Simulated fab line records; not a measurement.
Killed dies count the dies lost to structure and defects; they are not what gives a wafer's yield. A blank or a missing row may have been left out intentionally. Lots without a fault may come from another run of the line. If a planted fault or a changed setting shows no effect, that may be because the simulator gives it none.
fab line records ; flow nand_harc
record lots=13; wafers=39; last_day=34
route steps=1302 shown A_ONON_D2@567 A_CHANNEL_HOLE_D2@577 END@1302
lots untouched by any fault: they come from a run of this same line in which no faults occurred
start_h: start of the lot's first displayed wafer, in hours after the record's first day ; wait_h: hours elapsed since this lot's preceding step ; " same as the row above ; L1.1+2: a single row standing in for several wafers ; - no value, or no start was given ; * or withheld: withheld ; < > ~ a bound
route shown NAME@n: names a module that has steps shown in the file, with the first one's number in the route ; usual: average and standard deviation across the fault-free wafers ; same: alike in all rows ; chamber/n: place in a boat ; sites: the reading at each site ; _std_site: their standard deviation ; _edge_site: outer sites' mean less inner sites' ; radius_mm: for every site, how far away it sits from the centre of the wafer ; mask NAME#n: copy n ; behind: the last tool/chamber to shape the wafer ; hold: why the lot was held/for how many hours/how that ended ; device: whichever transistor did not switch (one of n, p or np) ; end of line: the same wafers' tests at the end of the route ; for a step that has no rows: nothing shown but its recipe ; killed: dies lost to structure and defects at the first sort, not the wafer's yield ; map: dies across one wafer; x = killed, . = not, _ = none there
set.NAME: setting as actually run; set.NAME@STEP: the setting as run at that earlier step ; model.NAME: the simulator's own value behind a step, which no gauge read
a sample of lots followed through the steps of the route, with each step as a table and each wafer as a row
services: from which hour (start_h, from the record's first day; less than 0 if before it) a tool's chamber was out of use, for how many hours, and why
## steps
# step NHARC_A_ONON_D2_THK_MEAS_34
# recipe thk_meas_gauge=ellipsometry
# usual thk_nm=199.3/2.8
lot.wafer;tool;chamber;start_h;wait_h;thk_nm
L227.1;film_metro-02;-;309.49;-;196.5
L227.4;film_metro-02;-;309.49;-;202.1
L227.6;film_metro-02;-;309.49;-;198.8
L232.1;film_metro-01;-;345.06;-;198.9
L232.2;film_metro-01;-;345.06;-;194.6
L232.3;film_metro-01;-;345.06;-;195.1
L230.1;film_metro-01;-;345.07;-;197.9
L230.3;film_metro-01;-;345.07;-;197.9
L230.5;film_metro-01;-;345.07;-;203.2
L231.1;film_metro-01;-;350.64;-;200.5
L231.2;film_metro-01;-;350.64;-;194.8
L231.4;film_metro-01;-;350.64;-;201.9
L234.1;film_metro-01;-;362.48;-;199.1
L234.4;film_metro-01;-;362.48;-;202.3
L234.5;film_metro-01;-;362.48;-;201.5
L233.3;film_metro-01;-;362.48;-;197.0
L233.4;film_metro-01;-;362.48;-;199.3
L233.5;film_metro-01;-;362.48;-;199.5
L235.2;film_metro-01;-;374.09;-;198.4
L235.3;film_metro-01;-;374.09;-;196.1
L235.5;film_metro-01;-;374.09;-;200.7
L243.2;film_metro-02;-;447.74;-;197.9
L243.4;film_metro-02;-;447.74;-;200.2
L243.5;film_metro-02;-;447.74;-;201.0
L242.2;film_metro-01;-;447.75;-;196.5
L242.4;film_metro-01;-;447.75;-;202.0
L242.5;film_metro-01;-;447.75;-;205.7
L244.2;film_metro-01;-;462.75;-;198.1
L244.5;film_metro-01;-;462.75;-;204.0
L244.6;film_metro-01;-;462.75;-;203.8
L245.4;film_metro-02;-;503.18;-;198.8
L245.5;film_metro-02;-;503.18;-;198.2
L245.6;film_metro-02;-;503.18;-;200.9
L247.1;film_metro-01;-;512.75;-;198.5
L247.2;film_metro-01;-;512.75;-;201.8
L247.5;film_metro-01;-;512.75;-;204.2
L249.3;film_metro-01;-;539.15;-;196.3
L249.5;film_metro-01;-;539.15;-;201.3
L249.6;film_metro-01;-;539.15;-;198.4
# step NHARC_A_CHANNEL_HOLE_D2_SOFTBAKE_05
# recipe temp_c=105; time_s=55
# usual heater_power_total_W=188.43/0.13
lot.wafer;tool;chamber;start_h;wait_h;heater_power_total_W
L227.1;litho_track-06;0;312;-;188.35
L227.4;litho_track-06;0;312;-;188.48
L227.6;litho_track-06;0;312;-;188.42
L232.1;litho_track-01;0;347;-;188.37
L232.2;litho_track-01;0;347;-;188.65
L232.3;litho_track-01;0;347;-;188.49
L230.1;litho_track-04;0;347;-;188.47
L230.3;litho_track-04;0;347;-;188.31
L230.5;litho_track-04;0;347;-;188.29
L231.1;litho_track-04;0;352;-;188.32
L231.2;litho_track-04;0;352;-;188.32
L231.4;litho_track-04;0;352;-;188.52
L233.3;litho_track-01;0;364;-;188.42
L233.4;litho_track-01;0;364;-;188.60
L233.5;litho_track-01;0;364;-;188.27
L234.1;litho_track-04;0;364;-;168.94
L234.4;litho_track-04;0;364;-;168.91
L234.5;litho_track-04;0;364;-;169.07
L235.2;litho_track-04;0;390;-;169.12
L235.3;litho_track-04;0;390;-;168.93
L235.5;litho_track-04;0;390;-;168.98
L243.2;litho_track-01;0;454;-;188.32
L243.4;litho_track-01;0;454;-;188.53
L243.5;litho_track-01;0;454;-;188.41
L242.2;litho_track-01;0;455;-;188.31
L242.4;litho_track-01;0;455;-;188.30
L242.5;litho_track-01;0;455;-;188.33
L244.2;litho_track-01;0;465;-;188.47
L244.5;litho_track-01;0;465;-;188.33
L244.6;litho_track-01;0;465;-;188.44
L245.4;litho_track-04;0;505;-;188.73
L245.5;litho_track-04;0;505;-;188.68
L245.6;litho_track-04;0;505;-;188.40
L247.1;litho_track-01;0;519;-;188.52
L247.2;litho_track-01;0;519;-;188.52
L247.5;litho_track-01;0;519;-;188.29
L249.3;litho_track-04;0;541;-;188.34
L249.5;litho_track-04;0;541;-;188.33
L249.6;litho_track-04;0;541;-;188.76
# step NHARC_A_CHANNEL_HOLE_D2_OVL_MEAS_11
# usual overlay_x_nm=0.0/0.88; overlay_y_nm=-0.1/0.83
lot.wafer;tool;chamber;start_h;wait_h;overlay_x_nm;overlay_y_nm
L227.1;overlay-02;-;313.34;-;-1.2;-1.9
L227.4;overlay-02;-;313.34;-;-1.5;-1.3
L227.6;overlay-02;-;313.34;-;-1.6;-1.7
L232.1;overlay-01;-;347.99;-;-1.1;-0.5
L232.2;overlay-01;-;347.99;-;-1.1;-0.4
L232.3;overlay-01;-;347.99;-;-1.2;-0.4
L230.1;overlay-02;-;348.14;-;0.0;-0.1
L230.3;overlay-02;-;348.14;-;1.0;-0.2
L230.5;overlay-02;-;348.14;-;0.7;-0.2
L231.1;overlay-02;-;353.52;-;1.9;-0.6
L231.2;overlay-02;-;353.52;-;1.4;-0.5
L231.4;overlay-02;-;353.52;-;1.7;-0.5
L233.3;overlay-02;-;365.34;-;-0.7;-0.3
L233.4;overlay-02;-;365.34;-;-0.9;-0.2
L233.5;overlay-02;-;365.34;-;-0.9;0.1
L234.1;overlay-01;-;365.49;-;-1.0;1.1
L234.4;overlay-01;-;365.49;-;-1.6;0.7
L234.5;overlay-01;-;365.49;-;-0.9;0.1
L235.2;overlay-02;-;390.81;-;1.1;-2.0
L235.3;overlay-02;-;390.81;-;0.7;-1.7
L235.5;overlay-02;-;390.81;-;0.9;-1.8
L243.2;overlay-01;-;455.23;-;0.2;0.7
L243.4;overlay-01;-;455.23;-;0.0;0.6
L243.5;overlay-01;-;455.23;-;0.1;0.9
L242.2;overlay-01;-;456.12;-;-0.2;-1.2
L242.4;overlay-01;-;456.12;-;-0.1;-1.6
L242.5;overlay-01;-;456.12;-;0.2;-0.8
L244.2;overlay-02;-;465.68;-;0.7;0.2
L244.5;overlay-02;-;465.68;-;0.2;0.4
L244.6;overlay-02;-;465.68;-;0.6;0.4
L245.4;overlay-02;-;505.93;-;0.3;0.2
L245.5;overlay-02;-;505.93;-;0.7;-0.7
L245.6;overlay-02;-;505.93;-;0.9;0.3
L247.1;overlay-02;-;520.40;-;0.2;0.6
L247.2;overlay-02;-;520.40;-;-0.1;0.8
L247.5;overlay-02;-;520.40;-;0.0;0.7
L249.3;overlay-02;-;542.03;-;1.0;-0.5
L249.5;overlay-02;-;542.03;-;0.8;-1.1
L249.6;overlay-02;-;542.03;-;1.0;-1.4
# step NHARC_A_CHANNEL_HOLE_D2_ETCH_39
# recipe target_depth_a=2600; over_etch_frac=0.3; time_s=325; ion_energy_ev=200; n2_flow_sccm=150; h2_flow_sccm=150; ar_flow_sccm=0; rf_w=400; bias_w=150; chemistry=N2/H2
# usual drypump_motor_current_A=5.7/0.53; oes_product_au=0.998/0.0084; rf_vpp_V=430.2/2.4; showerhead_plenum_p_Torr=2.03/0.079; throttle_valve_pct=14.171/0.0089
lot.wafer;tool;chamber;start_h;wait_h;drypump_motor_current_A;oes_product_au;rf_hours_counter_h;rf_vpp_V;showerhead_plenum_p_Torr;throttle_valve_pct
L227.4;rie_diel-05;0;-;-;5.9;1.009;4.0;431.3;2.07;14.170
L227.1;rie_diel-05;1;-;-;5.8;1.002;4.0;432.6;2.10;14.166
L227.6;rie_diel-05;3;-;-;4.7;0.978;-;429.3;1.98;14.157
L232.1;rie_diel-10;2;-;-;6.4;0.994;5.6;430.1;2.03;14.164
L232.3;rie_diel-10;3;-;-;6.4;1.006;4.9;426.6;1.91;14.175
L232.2;rie_diel-10;1;-;-;5.2;0.993;5.5;431.6;2.08;14.163
L230.3;rie_diel-10;0;-;-;5.7;1.010;4.9;427.8;1.96;14.169
L230.1;rie_diel-10;1;-;-;5.2;1.012;5.6;431.1;2.08;14.175
L230.5;rie_diel-10;3;-;-;6.4;0.998;-;425.6;1.91;14.155
L231.2;rie_diel-10;3;-;-;6.4;0.991;6.3;427.8;1.91;14.183
L231.1;rie_diel-10;0;-;-;5.7;0.991;5.9;427.8;1.96;14.173
L231.4;rie_diel-10;2;-;-;6.4;1.000;6.7;431.9;2.03;14.184
L233.3;rie_diel-10;0;-;-;5.7;1.004;6.6;428.2;1.96;14.173
L233.4;rie_diel-10;1;-;-;5.2;0.998;7.0;431.1;2.08;14.174
L233.5;rie_diel-10;0;-;-;5.7;1.003;-;429.1;1.96;14.176
L234.4;rie_diel-05;0;-;-;5.9;1.016;6.4;431.4;2.07;14.185
L234.1;rie_diel-05;2;-;-;5.1;0.974;5.9;433.2;2.13;14.163
L234.5;rie_diel-05;0;-;-;5.8;1.008;-;431.1;2.07;14.174
L235.2;rie_diel-10;0;-;-;5.7;1.006;8.4;429.5;1.96;14.178
L235.3;rie_diel-10;3;-;-;6.4;0.997;8.9;425.5;1.91;14.153
L235.5;rie_diel-10;2;-;-;6.4;1.000;-;429.5;2.02;14.172
L243.2;rie_diel-10;3;-;-;6.4;1.000;1.1;427.3;1.91;14.171
L243.4;rie_diel-10;0;-;-;5.7;1.010;1.7;428.2;1.96;14.165
L243.5;rie_diel-10;2;-;-;6.4;1.006;-;431.9;2.02;14.180
L242.2;rie_diel-02;0;-;-;5.0;1.002;3.1;429.1;2.05;14.180
L242.4;rie_diel-02;2;-;-;5.9;0.989;4.1;435.0;2.17;14.160
L242.5;rie_diel-02;1;-;-;5.8;0.994;-;426.3;1.92;14.159
L244.2;rie_diel-02;2;-;-;6.0;0.994;4.7;432.8;2.17;14.171
L244.5;rie_diel-02;1;-;-;5.8;0.997;-;427.0;1.92;14.173
L244.6;rie_diel-02;2;-;-;6.0;0.988;-;435.6;2.17;14.165
L245.4;rie_diel-02;0;-;-;5.0;1.001;5.2;430.3;2.05;14.157
L245.5;rie_diel-02;0;-;-;5.0;1.008;-;430.0;2.05;14.182
L245.6;rie_diel-02;1;-;-;5.9;0.995;-;425.8;1.92;14.171
L247.2;rie_diel-05;0;-;-;5.8;1.015;3.3;432.0;2.07;14.182
L247.1;rie_diel-05;3;-;-;4.7;0.986;3.5;428.9;1.98;14.174
L247.5;rie_diel-05;1;-;-;5.8;1.004;-;431.6;2.10;14.170
L249.3;rie_diel-05;0;-;-;5.8;0.995;4.3;431.5;2.07;14.158
L249.5;rie_diel-05;1;-;-;5.8;1.003;-;431.9;2.10;14.169
L249.6;rie_diel-05;3;-;-;4.7;0.988;-;428.7;1.98;14.171
# step NHARC_END_SORT_01
# recipe temp_c=25
# usual killed_at_array=56/21; killed_at_other=0.8/1; killed_at_periphery=3.6/2.8; killed_dies=60/20; killed_open=3.2/1.9; killed_short=2.4/1.6
# same gross_dies=677
lot.wafer;tool;chamber;start_h;wait_h;killed_at_array;killed_at_other;killed_at_periphery;killed_dies;killed_open;killed_short
L234.1;prober-01;0;646.99;2.5;52;0;2;54;0;5
L234.4;prober-01;0;649.37;3.4;56;3;0;59;1;5
L234.5;prober-01;0;650.16;3.7;54;0;0;54;1;3
L243.2;prober-01;0;725.84;2.8;44;0;1;45;2;3
L243.4;prober-01;0;727.43;3.4;49;1;2;52;5;1
L243.5;prober-01;0;728.23;3.7;44;0;6;50;3;5
L244.2;prober-01;0;741.43;2.8;33;0;2;35;2;3
L244.5;prober-01;0;743.83;3.7;28;0;7;35;5;1
L244.6;prober-01;0;744.63;4.0;23;0;7;30;3;2
# killed by level:class
L234.1 A_CHANNEL_HOLE_D2:chamber_film_flake=39 A_CHANNEL_HOLE_D1:chamber_film_flake=3 A_CONTACT:chamber_film_flake=3 A_ONON_D1:geometric_particle:short=2 A_CHANNEL_FILL_D1:geometric_particle:short=2 A_ONON_D2:geometric_particle:short=1 P_ZERO_WELL:chamber_film_flake=1 P_M0:chamber_film_flake=1
L234.4 A_CHANNEL_HOLE_D2:chamber_film_flake=32 A_CHANNEL_HOLE_D1:chamber_film_flake=5 A_CONTACT:chamber_film_flake=5 A_CHANNEL_FILL_D1:chamber_film_flake=4 A_WL_FILL:chamber_film_flake=3 STARTING-WAFER:geometric_particle:short=2 A_M1:chamber_film_flake=2 A_DECK1_JOINT:geometric_particle:short=1
L234.5 A_CHANNEL_HOLE_D2:chamber_film_flake=37 A_CONTACT:chamber_film_flake=5 A_M1:chamber_film_flake=4 A_CHANNEL_HOLE_D1:chamber_film_flake=2 A_SOURCE_PLATE:geometric_particle:short=1 A_DECK1_JOINT:geometric_particle:short=1 A_CHANNEL_HOLE_D2:geometric_particle:open=1 A_SGD_CUT:geometric_particle:short=1
L243.2 A_SLIT:chamber_film_flake=21 A_CHANNEL_HOLE_D1:chamber_film_flake=14 P_M0:geometric_particle:short=1 A_CONTACT:chamber_film_flake=1 A_DECK1_JOINT:geometric_particle:open=1 A_ONON_D2:geometric_particle:short=1 A_CONTACT:geometric_particle:open=1 A_M1:geometric_particle:short=1
L243.4 A_SLIT:chamber_film_flake=30 A_CONTACT:chamber_film_flake=8 A_CHANNEL_HOLE_D1:chamber_film_flake=6 A_WL_FILL:geometric_particle:open=2 P_GATE:geometric_particle:open=1 P_CONTACT:geometric_particle:short=1 THIN_TSV:chamber_film_flake=1 A_BLC:geometric_particle:open=1
L243.5 A_SLIT:chamber_film_flake=23 A_CONTACT:chamber_film_flake=8 A_CHANNEL_HOLE_D1:chamber_film_flake=5 A_ONON_D2:geometric_particle:short=3 P_CONTACT:geometric_particle:open=2 P_GATE:chamber_film_flake=2 A_SOURCE_PLATE:geometric_particle:open=1 A_CHANNEL_FILL_D1:geometric_particle:short=1
L244.2 A_CHANNEL_HOLE_D1:chamber_film_flake=11 A_SLIT:chamber_film_flake=5 A_CONTACT:chamber_film_flake=5 A_DECK1_JOINT:chamber_film_flake=2 A_STAIRCASE:chamber_film_flake=2 A_WL_FILL:chamber_film_flake=2 P_CONTACT:geometric_particle:short=1 A_ONON_D2:geometric_particle:short=1
L244.5 A_CHANNEL_HOLE_D1:chamber_film_flake=11 A_SLIT:chamber_film_flake=6 P_M1:chamber_film_flake=4 A_STAIRCASE:chamber_film_flake=3 A_M0:chamber_film_flake=2 P_GATE:geometric_particle:open=1 P_CONTACT:geometric_particle:short=1 P_M0:geometric_particle:open=1
L244.6 A_CONTACT:chamber_film_flake=7 A_SLIT:chamber_film_flake=6 A_CHANNEL_HOLE_D1:chamber_film_flake=5 P_M1:chamber_film_flake=4 P_STI:geometric_particle:short=1 P_STI:geometric_particle:open=1 P_M1:geometric_particle:open=1 A_ONON_D2:geometric_particle:short=1
## services
tool;chamber;start_h;hours;kind
rie_diel-10;0;300.50;-;clean
rie_diel-10;1;300.50;-;clean
rie_diel-10;2;300.50;-;clean
rie_diel-10;3;300.50;-;clean
rie_diel-10;0;325.30;-;clean
rie_diel-10;1;325.30;-;clean
litho_track-01;-;330.00;7.0;pm
litho_track-06;-;354.00;7.0;pm
rie_diel-02;1;363.78;3.8;repair
rie_diel-10;0;373.48;2.8;repair
litho_track-04;-;378.00;7.0;pm
rie_diel-10;1;387.20;21.2;repair
rie_diel-02;-;393.85;9.0;pm
rie_diel-05;-;409.31;9.0;pm
rie_diel-10;-;419.53;9.0;pm
rie_diel-05;1;435.88;12.6;repair
rie_diel-10;3;451.01;1.6;repair
rie_diel-10;0;461.16;3.6;repair
rie_diel-05;2;466.97;3.1;repair
litho_track-01;-;505.00;7.0;pm
rie_diel-05;0;505.02;9.3;repair
rie_diel-02;1;510.65;3.5;repair
litho_track-06;-;529.00;7.0;pm
rie_diel-02;1;533.96;10.6;repair
## key
first_sign step=NHARC_A_CHANNEL_HOLE_D2_SOFTBAKE_05; reading=heater_power_total_W; direction=down; sigmas=99+; usual=*; struck=*
effect none on later readings
met_at NHARC_A_CHANNEL_HOLE_D2_SOFTBAKE_05
struck_lots L234,L235
tester_left_out L234,L235
not_acting_at NHARC_A_ONON_D2_THK_MEAS_34,NHARC_A_CHANNEL_HOLE_D2_OVL_MEAS_11,NHARC_A_CHANNEL_HOLE_D2_ETCH_39
onset_between 352 364
fault kind=process_parameter_drift; tool=litho_track-04; chamber=-; onset_h=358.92; steps=NHARC_A_CHANNEL_HOLE_D2_SOFTBAKE_05; channel=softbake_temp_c; offset=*; shape=step; end_h=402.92; acts_in=*; stated=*
# tester_left_out: of these lots the tester's yield and bins aren't shown, on N5 and GAA mostly nor the transistor test; their killed dies are dies lost to structure and defects alone, not to doping, threshold or leakage, so they don't give the yield
